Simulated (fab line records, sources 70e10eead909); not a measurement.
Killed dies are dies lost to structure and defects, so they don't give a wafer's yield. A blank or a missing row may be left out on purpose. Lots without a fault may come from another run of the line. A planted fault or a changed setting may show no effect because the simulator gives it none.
fab line records | flow nand_harc
record lots=5 wafers=15 last_day=24
route steps=1159 shown A_SLIT@802 A_SIN_REMOVE@804 A_WL_FILL@809 END@1159
lots that met no fault: from a run of the same line without faults
start_h: hours from the record's first day to the start of the lot's first wafer shown | wait_h: hours since the lot's step before | " the same as in the row above | L1.1+2: a row that stands for several wafers | - no value, or no start given | * or withheld: withheld | < > ~ a bound
route shown NAME@n: a module of which the file shows steps, and the number in the route of the first | usual: mean/standard deviation of fault-free wafers | same: alike in all rows | chamber/n: place in a boat | sites: the reading at each site | _std_site: their standard deviation | _edge_site: outer sites' mean less inner sites' | radius_mm: how far each site lies from the wafer's centre | mask NAME#n: copy n | behind: the tool/chamber that last shaped the wafer | hold: why the lot was held/for how many hours/how that ended | device: the transistor (n, p or np) that didn't switch | end of line: the same wafers' tests at the end of the route | a step without rows: its recipe alone | killed: dies lost to structure and defects at the first sort, not the wafer's yield | map: a wafer's dies, x killed, . not, _ none there
set.NAME: the setting as run; set.NAME@STEP: as run at that earlier step | model.NAME: the simulator's own value behind a step, which no gauge read
lots at some steps of the route; a table a step, a row a wafer
services: from which hour (start_h, from the record's first day; less than 0 if before it) a tool's chamber was out of use, for how many hours, and why
## steps
# step NHARC_A_SLIT_SRD_20
# step NHARC_A_SLIT_CD_MEAS_21
# usual cd_nm=289.7/0.88
# columns lot.wafer tool chamber start_h wait_h cd_nm
L340.1 cd_sem-02 - 317.02 - 291.8
L340.5 " - " " 291.3
L340.6 " - " " 290.9
L341.1 cd_sem-02 - 336.03 - 289.0
L341.2 " - " " 289.1
L341.6 " - " " 289.2
L347.1 cd_sem-02 - 382.32 - 289.3
L347.3 " - " " 288.2
L347.4 " - " " 288.2
L356.2 cd_sem-03 - 432.10 - 289.7
L356.3 " - " " 290.1
L356.5 " - " " 289.7
L361.3 cd_sem-03 - 460.41 - 290.8
L361.4 " - " " 291.0
L361.6 " - " " 290.0
# step NHARC_A_SIN_REMOVE_WET_00
# recipe temp_c=160 time_s=15300 chemistry=H3PO4
# step NHARC_A_SIN_REMOVE_PRECLEAN_01
# recipe time_s=* temp_c=50 bath_age_min=0 chemistry=SC1
# step NHARC_A_SIN_REMOVE_SRD_02
# step NHARC_A_SIN_REMOVE_INSPECT_04
# usual raw_defect_count=293/69
# columns lot.wafer tool chamber start_h wait_h raw_defect_count
L340.1 defect_inspect-01 - 324.79 0.0 290
L340.5 " - " " 217
L340.6 " - " " 350
L341.1 defect_inspect-02 - 343.76 0.0 433
L341.2 " - " " 341
L341.6 " - " " 306
L347.1 defect_inspect-01 - 389.87 0.0 357
L347.3 " - " " 254
L347.4 " - " " 305
L356.2 defect_inspect-01 - 438.97 0.0 232
L356.3 " - " " 225
L356.5 " - " " 303
L361.3 defect_inspect-01 - 468.58 0.0 268
L361.4 " - " " 333
L361.6 " - " " 251
# step NHARC_A_WL_FILL_ALD_00
# recipe target_thk_a=30 pulse_time_s=3 ald_cycles=30 temp_c=300 material=Al2O3
# usual heater_power_w=475/37 precursor_pulse_height_rel=1.001/0.02
# columns lot.wafer tool chamber start_h wait_h heater_power_w precursor_pulse_height_rel
L340.1 ald_hk-02 0 326.59 1.8 449 1.020
L340.6 " 0 " " 449 1.003
L340.5 " 1 " " 448 1.019
L341.2 ald_hk-01 2 343.88 0.1 441 1.009
L341.1 " 3 " " 489 0.991
L341.6 " 0 " " 432 1.026
L347.4 ald_hk-03 1 389.93 0.1 486 0.996
L347.3 " 2 " " 538 0.969
L347.1 " 0 " " 468 1.013
L356.2 ald_hk-01 3 440.49 1.5 523 1.012
L356.3 " 0 " " 437 1.023
L356.5 " 3 " " 527 0.990
L361.3 ald_hk-02 2 468.64 0.1 448 0.977
L361.4 " 0 " " 475 1.007
L361.6 " 3 " " 495 0.969
# step NHARC_A_WL_FILL_RTA_01
# recipe temp_c=1000 time_s=5
# usual anneal_temp_c_max=1004.9/0.88 lamp_power_pct=27.2/2.6 lamp_zone_5_pct=27.2/2.6 wafer_temp_C_max=1005.5/1.9
# columns lot.wafer tool chamber start_h wait_h anneal_temp_c_max lamp_power_pct lamp_zone_5_pct wafer_temp_C_max
L340.1 rtp_anneal-02 0 326.85 - 1003.9 24.6 24.6 1004.2
L340.5 " 0 " " 1005.0 24.6 24.6 1004.5
L340.6 " 0 " " 1005.5 24.6 24.6 1003.5
L341.1 rtp_anneal-01 0 344.09 - 1005.7 29.7 29.8 1007.9
L341.2 " 0 " " 1004.8 29.8 29.7 1006.6
L341.6 " 0 " " 1004.5 29.7 29.7 1005.8
L347.1 rtp_anneal-01 0 390.19 - 1004.6 29.7 29.7 1008.4
L347.3 " 0 " " 1007.1 29.7 29.7 1005.6
L347.4 " 0 " " 1005.5 29.7 29.7 1005.7
L356.2 rtp_anneal-01 0 440.80 - 1006.6 29.8 29.7 1008.3
L356.3 " 0 " " 1005.7 29.8 29.7 1006.2
L356.5 " 0 " " 1004.7 29.7 29.7 1004.5
L361.3 rtp_anneal-02 0 469.03 - 1003.7 24.6 24.6 1004.8
L361.4 " 0 " " 1003.0 24.6 24.5 1004.3
L361.6 " 0 " " 1004.8 24.5 24.5 1005.5
# step NHARC_A_WL_FILL_ALD_02
# recipe target_thk_a=20 pulse_time_s=3 ald_cycles=100 temp_c=450 material=TiN
# usual heater_power_w=1070/110 precursor_pulse_height_rel=0.998/0.018
# columns lot.wafer tool chamber start_h wait_h heater_power_w precursor_pulse_height_rel
L340.1 ald_metal-04 3 327.10 0.2 1135 1.013
L340.5 " 2 " " 1081 0.987
L340.6 " 3 " " 1165 1.009
L341.2 ald_metal-04 1 344.34 0.2 1014 1.020
L341.1 " 3 " " 1181 0.983
L341.6 " 0 " " 1052 0.968
L347.4 ald_metal-02 3 390.44 0.1 1288 0.972
L347.3 " 0 " " 1014 0.987
L347.1 " 1 " " 840 0.971
L356.3 ald_metal-01 0 440.98 0.1 1148 1.026
L356.2 " 1 " " 1014 1.002
L356.5 " 0 " " 1133 1.030
L361.3 ald_metal-01 3 469.24 0.2 1097 1.020
L361.4 " 0 " " 1119 1.000
L361.6 " 2 " " 1223 1.008
# step NHARC_A_WL_FILL_CVD_03
# recipe target_thk_a=400 temp_c=300 pressure_torr=40 wf6_flow_sccm=40 h2_flow_sccm=1600 ar_flow_sccm=1560 time_s=3302 material=W
# usual heater_power_w=467/28 throttle_valve_pct=7.87/0.21
# columns lot.wafer tool chamber start_h wait_h heater_power_w throttle_valve_pct
L340.1 cvd_w-01 0 328.01 0.5 488 7.93
L340.5 " 1 329.45 2.0 451 8.03
L340.6 " 0 " " 485 7.49
L341.2 cvd_w-02 0 344.74 0.1 438 7.99
L341.1 " 1 " " 490 7.94
L341.6 " 1 347.09 2.4 494 7.87
L347.1 cvd_w-02 1 398.15 7.4 480 7.53
L347.4 " 1 " " 487 7.69
L347.3 " 0 " " 434 7.69
L356.2 cvd_w-01 0 441.42 0.1 494 7.98
L356.3 " 0 " " 499 7.64
L356.5 " 0 " " 513 7.53
L361.3 cvd_w-02 1 470.59 1.0 483 7.73
L361.4 " 0 " " 433 7.62
L361.6 " 0 " " 443 7.85
# step NHARC_A_WL_FILL_ETCHBACK_04
# recipe target_depth_a=600 time_s=120 chemistry=NF3
# usual drypump_motor_current_A=5.8/0.37 oes_product_au=0.999/0.0091
# columns lot.wafer tool chamber start_h wait_h drypump_motor_current_A oes_product_au rf_hours_counter_h
L340.1 rie_metal-01 0 330.95 2.5 5.7 0.997 3.4
L340.5 " 1 " " 6.3 0.973 -
L340.6 " 0 " " 5.7 0.995 -
L341.1 rie_metal-03 0 348.05 2.4 5.6 0.996 1.4
L341.2 " 1 " " 5.7 0.996 1.4
L341.6 " 1 " " 5.7 0.989 -
L347.1 rie_metal-02 1 401.46 2.8 5.2 0.982 0.0
L347.4 " 1 " " 5.2 0.984 -
L347.3 " 0 " " 6.2 0.997 -
L356.2 rie_metal-03 0 444.71 2.8 5.7 1.305 4.1
L356.3 " 0 " " 5.7 1.003 -
L356.5 " 0 " " 5.7 1.306 -
L361.3 rie_metal-01 1 473.05 2.0 6.3 1.010 -
L361.4 " 0 " " 5.7 0.988 -
L361.6 " 1 " " 6.3 0.999 -
# step NHARC_A_WL_FILL_ETCHBACK_05
# recipe target_depth_a=220 time_s=60 temp_c=40 chemistry=Cl2/BCl3
# usual drypump_motor_current_A=5.8/0.37 oes_product_au=1.000/0.0091
# columns lot.wafer tool chamber start_h wait_h drypump_motor_current_A oes_product_au rf_hours_counter_h
L340.1 rie_metal-01 0 331.17 0.2 5.6 1.000 3.5
L340.6 " 1 " " 6.3 0.994 -
L340.5 " 0 " " 5.7 1.004 -
L341.1 rie_metal-03 0 348.29 0.2 5.7 1.010 1.5
L341.2 " 1 " " 5.7 0.991 1.5
L341.6 " 1 " " 5.7 1.005 -
L347.1 rie_metal-02 1 401.72 0.2 5.2 0.991 0.1
L347.4 " 0 " " 6.2 1.001 -
L347.3 " 1 " " 5.1 0.990 -
L356.2 rie_metal-03 0 444.95 0.2 5.6 0.998 4.3
L356.3 " 0 " " 5.6 1.004 -
L356.5 " 1 " " 5.7 0.990 -
L361.4 rie_metal-01 0 473.25 0.1 5.6 0.988 -
L361.3 " 1 " " 6.3 0.991 -
L361.6 " 0 " " 5.7 0.994 -
# step NHARC_END_SORT_01
# recipe temp_c=25
# usual killed_at_array=25/9.7 killed_at_other=0.7/0.87 killed_at_periphery=3.3/2.3 killed_dies=29/11 killed_open=3.6/2.1 killed_short=2.3/1.7
# same gross_dies=677
# columns lot.wafer tool chamber start_h wait_h killed_at_array killed_at_other killed_at_periphery killed_dies killed_open killed_short
L347.1 prober-01 0 493.91 2.5 18 1 7 26 4 4
L347.3 prober-01 0 495.51 3.1 17 0 5 22 5 1
L347.4 prober-01 0 496.32 3.4 13 0 9 22 0 2
# killed by level:class
L347.1 A_CONTACT:chamber_film_flake=5 A_BONDPAD:chamber_film_flake=4 P_CONTACT:geometric_particle:open=2 P_ZERO_WELL:chamber_film_flake=2 A_STAIRCASE:chamber_film_flake=2 A_SLIT:chamber_film_flake=2 A_WL_FILL:chamber_film_flake=2 P_M0:geometric_particle:short=1
L347.3 A_CHANNEL_HOLE_D1:chamber_film_flake=6 A_CONTACT:chamber_film_flake=3 A_BONDPAD:chamber_film_flake=3 A_CHANNEL_FILL_D1:geometric_particle:open=2 P_ZERO_WELL:chamber_film_flake=2 P_CONTACT:geometric_particle:open=1 A_CHANNEL_FILL_D1:geometric_particle:short=1 A_WL_FILL:geometric_particle:open=1
L347.4 P_ZERO_WELL:chamber_film_flake=4 P_GATE:chamber_film_flake=4 A_CONTACT:chamber_film_flake=3 A_BONDPAD:chamber_film_flake=3 A_CHANNEL_HOLE_D1:chamber_film_flake=2 A_WL_FILL:chamber_film_flake=2 A_WL_FILL:geometric_particle:short=1 A_M1:geometric_particle:short=1
## services
# columns tool chamber start_h hours kind
rie_metal-03 - 309.02 0.2 repair
ald_metal-01 - 314.96 1.0 repair
rie_metal-01 - 332.00 9.0 pm
rie_metal-01 0 332.00 9.0 vent_cycle
rie_metal-01 1 332.00 9.0 vent_cycle
rie_metal-01 0 341.00 - clean
rie_metal-01 1 341.00 - clean
ald_metal-02 - 364.00 10.0 pm
cvd_w-02 - 383.97 13.0 pm
rie_metal-02 - 388.00 9.0 pm
ald_hk-01 - 406.00 10.0 pm
ald_metal-04 - 406.00 10.0 pm
ald_metal-02 3 427.93 1.7 repair
ald_metal-04 - 444.03 0.4 repair
rie_metal-03 - 453.00 9.0 pm
rie_metal-03 0 453.00 9.0 vent_cycle
rie_metal-03 1 453.00 9.0 vent_cycle
rie_metal-01 0 455.90 2.6 repair
ald_metal-01 - 458.00 10.0 pm
ald_hk-02 - 458.27 10.0 pm
ald_metal-02 - 461.96 56.1 repair
rie_metal-03 0 462.00 - clean
rie_metal-03 1 462.00 - clean
rie_metal-03 - 462.02 0.7 repair
## key
first_sign step=NHARC_A_WL_FILL_ETCHBACK_04 reading=oes_product_au direction=up sigmas=34 usual=0.999 struck=1.306
effect none on later readings
met_at NHARC_A_WL_FILL_ETCHBACK_04
struck_wafers L356.2,L356.5
tester_left_out L356
onset_between 348.05 444.71
fault kind=process_parameter_drift tool=rie_metal-03 chamber=- onset_h=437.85 steps=NHARC_A_WL_FILL_ETCHBACK_04 channel=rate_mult offset=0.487 shape=step end_h=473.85 scope=struck_wafers_only
# tester_left_out: of these lots the tester's yield and bins aren't shown, on N5 and GAA mostly nor the transistor test; their killed dies are dies lost to structure and defects alone, not to doping, threshold or leakage, so they don't give the yield
